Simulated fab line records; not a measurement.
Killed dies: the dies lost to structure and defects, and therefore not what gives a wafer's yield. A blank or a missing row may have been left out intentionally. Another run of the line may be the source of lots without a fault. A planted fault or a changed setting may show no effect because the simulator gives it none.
Which tool was responsible?	flow n5 finfet	28 wafers from 10 lots sampled at 2 of the route's 1938 steps

== WHAT THE GAUGES SHOWED, per wafer ==
N5_HKMG_FIN_INSPECT_28: inspects for defects (darkfield). Usual: 35 for raw defect count, sd 12.
lot	measured	on	raw defect count	flag
L493	day 4 06:43	defect inspect-02	45 25 29	
L495	day 4 19:58	defect inspect-02	32 30 22	
L497	day 5 06:42	defect inspect-02	42 26 25	
L500	day 6 01:25	defect inspect-02	23 32 26	
L501	day 6 05:35	defect inspect-01	50 53 55	
L502	day 6 11:46	defect inspect-02	16 70 29	
L503	day 6 21:19	defect inspect-01	35 36	
L506	day 7 16:05	defect inspect-01	29 34	
L513	day 9 05:25	defect inspect-02	36 30 52	
L514	day 9 12:49	defect inspect-02	40 43 43	

== WHICH TOOL RAN EACH LOT (tool, then ch and the chambers of the sampled wafers, then the start) ==
lot	N5_HKMG_FIN_ETCH_35
L493	rie diel-02 ch 0,1, day 4 02:28
L495	rie diel-06 ch 1,2,3, day 4 15:37
L497	rie diel-03 ch 0,1,2, day 5 02:34
L500	rie diel-06 ch 0,2,3, day 5 21:16
L501	rie diel-02 ch 0,1, day 6 01:29
L502	rie diel-03 ch 1,3, day 6 07:42
L503	rie diel-02 ch 1,2, day 6 16:59
L506	rie diel-03 ch 0,2, day 7 12:00
L513	rie diel-06 ch 0,1,2, day 9 01:17
L514	rie diel-02 ch 1,2,3, day 9 08:24
- N5_HKMG_FIN_ETCH_35: etches SOC in N2/H2, target depth 215.8 nm, time 243.4 s.

== AS READ BY THE TOOLS THEMSELVES (means over the sampled wafers that have a number; for cases with no such wafer, the mark the record gives instead) ==
N5_HKMG_FIN_ETCH_35. Usual: drypump motor current A 5.7 A, standard deviation 0.3; oes product au 0.75 a.u., standard deviation 0.053; rf fwd power W 2990 W, standard deviation 10; rf vpp V 141.6 V, standard deviation 1; showerhead plenum p Torr 2.55 Torr, standard deviation 0.087; throttle valve pct 17.95 %, standard deviation 0.21.
lot	tool	drypump motor current A (A)	oes product au (a.u.)	rf fwd power W (W)	rf vpp V (V)	showerhead plenum p Torr (Torr)	throttle valve pct (%)	flag
L493	rie diel-02	5.7	0.72	2998	142.3	2.56	17.82	
L495	rie diel-06	5.6	0.75	2983	141.1	2.46	17.94	
L497	rie diel-03	5.6	0.75	2988	141.3	2.54	17.91	
L500	rie diel-06	5.8	0.74	2999	141.5	2.50	17.90	
L501	rie diel-02	5.7	0.71	2979	141.3	2.55	17.84	
L502	rie diel-03	5.5	0.77	2993	142.7	2.66	17.83	
L503	rie diel-02	5.7	0.73	2995	142.0	2.58	17.98	
L506	rie diel-03	5.8	0.74	2998	141.2	2.49	17.96	
L513	rie diel-06	5.8	0.81	2990	142.8	2.63	17.95	
L514	rie diel-02	5.6	0.73	2987	141.6	2.55	18.11	

== THE ANSWER, worked out from the rows above alone ==
Rule: take the mean of a lot's wafers that have a number; if it is more than 3 standard deviations from the usual mean, the lot is off. Also off: a lot with no number at a reading for which 4 or more lots have one. Any other lot the step has rows for is counted as sound. First the gauges in route order, then the tools' own readings, where a lot's mean is used as printed above. At the first step where some lot is off, the reading lying furthest off is the one used; lots without a number count as furthest.
Across all readings shown, no lot is off: no conclusion can be drawn from this.

== WHAT THE SIMULATOR HAD PUT IN ==
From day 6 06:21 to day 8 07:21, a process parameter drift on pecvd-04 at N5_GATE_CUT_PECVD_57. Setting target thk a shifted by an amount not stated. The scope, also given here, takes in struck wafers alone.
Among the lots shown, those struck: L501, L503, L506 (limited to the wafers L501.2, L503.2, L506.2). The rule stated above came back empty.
